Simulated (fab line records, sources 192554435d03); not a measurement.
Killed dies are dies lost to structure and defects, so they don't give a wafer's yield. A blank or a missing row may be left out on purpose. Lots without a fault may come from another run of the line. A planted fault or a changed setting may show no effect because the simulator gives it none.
Split-lot experiment | flow n5_finfet | 7 lots, 39 wafers read, on a route of 1938 steps

THE SPLIT
At N5_GATE_CUT_ETCH_58 (etches SiNx in CH3F/O2, target depth 17 nm, time 128.6 s), the setting source_w was moved away from the recipe's 415 W on 12 of the 39 wafers read, by -14.9% to +15.3%. The other wafers ran this setting at the recipe's value.

The reading is taken at the split's own step.

THE READING
rf_vpp_V, in V, at N5_GATE_CUT_ETCH_58 (etches SiNx in CH3F/O2, target depth 17 nm, time 128.6 s). Fault-free wafers of this fab line usually give 99.4 V, standard deviation 0.91 V.

wafer  | tool, chamber at the split | source_w as run, W | against the recipe | rf_vpp_V, V | against lot-mates on the recipe
L082.1 | rie_diel-01, 2             | 415                | recipe             | 100.6       | -
L082.2 | rie_diel-01, 0             | 415                | recipe             | 99.0        | -
L082.3 | rie_diel-01, 1             | 415                | recipe             | 99.3        | -
L082.4 | rie_diel-01, 3             | 415                | recipe             | 98.5        | -
L082.5 | rie_diel-01, 3             | 415                | recipe             | 97.9        | -
L082.6 | rie_diel-01, 2             | 415                | recipe             | 100.3       | -
L083.1 | rie_diel-03, 0             | 415                | recipe             | 99.0        | -
L083.2 | rie_diel-03, 1             | 415                | recipe             | 99.4        | -
L083.4 | rie_diel-03, 1             | 415                | recipe             | 100.1       | -
L085.1 | rie_diel-02, 0             | 415                | recipe             | 99.2        | -
L085.2 | rie_diel-02, 2             | 353.3              | -14.9%             | 104.4       | +5.3
L085.3 | rie_diel-02, 1             | 415                | recipe             | 99.5        | -
L085.4 | rie_diel-02, 2             | 353.3              | -14.9%             | 103.3       | +4.2
L085.5 | rie_diel-02, 0             | 415                | recipe             | 98.5        | -
L085.6 | rie_diel-02, 1             | 353.3              | -14.9%             | 105.4       | +6.3
L088.1 | rie_diel-02, 2             | 415                | recipe             | 98.8        | -
L088.2 | rie_diel-02, 1             | 415                | recipe             | 99.6        | -
L088.3 | rie_diel-02, 0             | 415                | recipe             | 99.8        | -
L088.4 | rie_diel-02, 0             | 415                | recipe             | 98.0        | -
L088.5 | rie_diel-02, 1             | 415                | recipe             | 99.2        | -
L088.6 | rie_diel-02, 2             | 415                | recipe             | 99.3        | -
L091.1 | rie_diel-03, 3             | 415                | recipe             | 100.5       | -
L091.2 | rie_diel-03, 0             | 461.8              | +11.3%             | 95.6        | -4.2
L091.3 | rie_diel-03, 1             | 415                | recipe             | 99.1        | -
L091.4 | rie_diel-03, 2             | 415                | recipe             | 99.8        | -
L091.5 | rie_diel-03, 2             | 461.8              | +11.3%             | 96.0        | -3.8
L091.6 | rie_diel-03, 1             | 461.8              | +11.3%             | 96.9        | -2.9
L095.1 | rie_diel-03, 2             | 415                | recipe             | 100.2       | -
L095.2 | rie_diel-03, 0             | 370.3              | -10.8%             | 104.0       | +3.5
L095.3 | rie_diel-03, 3             | 370.3              | -10.8%             | 105.1       | +4.6
L095.4 | rie_diel-03, 1             | 415                | recipe             | 100.6       | -
L095.5 | rie_diel-03, 0             | 370.3              | -10.8%             | 103.9       | +3.4
L095.6 | rie_diel-03, 1             | 415                | recipe             | 100.6       | -
L097.1 | rie_diel-02, 1             | 415                | recipe             | 99.1        | -
L097.2 | rie_diel-02, 0             | 415                | recipe             | 99.7        | -
L097.3 | rie_diel-02, 2             | 415                | recipe             | 99.7        | -
L097.4 | rie_diel-02, 3             | 478.6              | +15.3%             | 95.1        | -4.4
L097.5 | rie_diel-02, 1             | 478.6              | +15.3%             | 94.5        | -5.0
L097.6 | rie_diel-02, 0             | 478.6              | +15.3%             | 94.6        | -4.9

THE FIT
A straight line over all 39 wafers: rf_vpp_V changes by -0.336 V for each +1% of source_w; r = -0.95; the points scatter about the line by 0.8 V.
The same after taking each lot's own level away (the mean of its wafers on the recipe; 39 wafers): -0.336 V for each +1%; r = -0.97; scatter 0.63 V.
On that fit, the largest move of source_w shifts the reading by 5.1 V.
The lots' own levels span 99.07 to 100.47 V, that is 1.5 times the standard deviation above.
So the lot-to-lot level changes the slope little: the two slopes agree.
Check: with one of the wafers moved furthest among these (+15.3%) left out of the fit, the line predicts -5.16 V for it against its lot-mates. It came out at -4.4 V against them.
Tool readings at the split's step, against how far the setting was moved: rf_vpp_V r = -0.95.

OTHER SPLITS ON THESE WAFERS
These wafers also went through other splits before the reading. Each is held against what the fit with the lots' levels taken away leaves over:
other split on the same wafers     | wafers away from the commonest value | r with rf_vpp_V (lot level and that fit taken away)
N5_FIN_SAQP_SPACER2_ALD_28 temp_c  | 15                                   | +0.02
N5_DUMMY_GATE_ETCH_32 time_s       | 15                                   | +0.05
N5_SD_EPI_N_ETCH_16 target_depth_a | 12                                   | +0.00

THE FILE'S OWN FIT
rf_vpp_V changes by -0.335 V for each +1% of source_w, r = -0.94.
